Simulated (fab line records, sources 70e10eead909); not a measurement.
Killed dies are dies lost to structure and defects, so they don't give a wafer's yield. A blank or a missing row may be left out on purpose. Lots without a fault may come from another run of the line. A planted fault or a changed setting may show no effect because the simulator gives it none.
Chamber matching | flow nand_harc | NHARC_A_STAIRCASE_DESCUM_291 on rie_diel-07: 4 sister chambers
The step chemistry O2, time 3 s. 8 wafers are shown with their chamber, then 8 later ones without.

WAFERS WITH THEIR CHAMBER
wafer  | chamber | showerhead_plenum_p_Torr (Torr) | drypump_motor_current_A (A)
L074.6 | 1       | 1.96                            | 5.1
L080.5 | 3       | 1.88                            | 5.3
L082.3 | 0       | 2.03                            | 6.1
L082.6 | 2       | 1.98                            | 5.2
L085.3 | 3       | 1.88                            | 5.3
L085.5 | 0       | 2.02                            | 6.1
L085.6 | 1       | 1.96                            | 5.0
L088.2 | 2       | 1.98                            | 5.2

WAFERS WITHOUT THEIR CHAMBER
wafer  | showerhead_plenum_p_Torr (Torr) | drypump_motor_current_A (A)
L088.5 | 1.87                            | 5.2
L088.6 | 1.97                            | 5.2
L091.2 | 1.97                            | 5.2
L091.3 | 1.95                            | 5.1
L091.4 | 2.02                            | 6.1
L094.1 | 1.97                            | 5.3
L094.2 | 1.95                            | 5.0
L094.4 | 2.01                            | 6.2

WHICH CHAMBER EACH WENT THROUGH
wafer  | from the rows above | in truth
L088.5 | 3                   | 3
L088.6 | 2                   | 2
L091.2 | 2                   | 2
L091.3 | 1                   | 1
L091.4 | 0                   | 0
L094.1 | 2                   | 2
L094.2 | 1                   | 1
L094.4 | 0                   | 0
Placed correctly: 8 of 8. Can't be placed from these rows: 0. Placed wrongly: 0.
How it was worked out, from the rows above alone: a wafer's distance from a chamber is the root of the sum, over the readings, of the square of ((its reading less the chamber's mean) divided by the reading's scatter). The wafer belongs to the nearest chamber; if the next one is less than 2 further off, it can't be placed. A chamber's mean is the mean of its shown wafers. The scatter: the root of (the sum of the squares of (reading less its chamber's mean) over the shown wafers, divided by (wafers less chambers)).
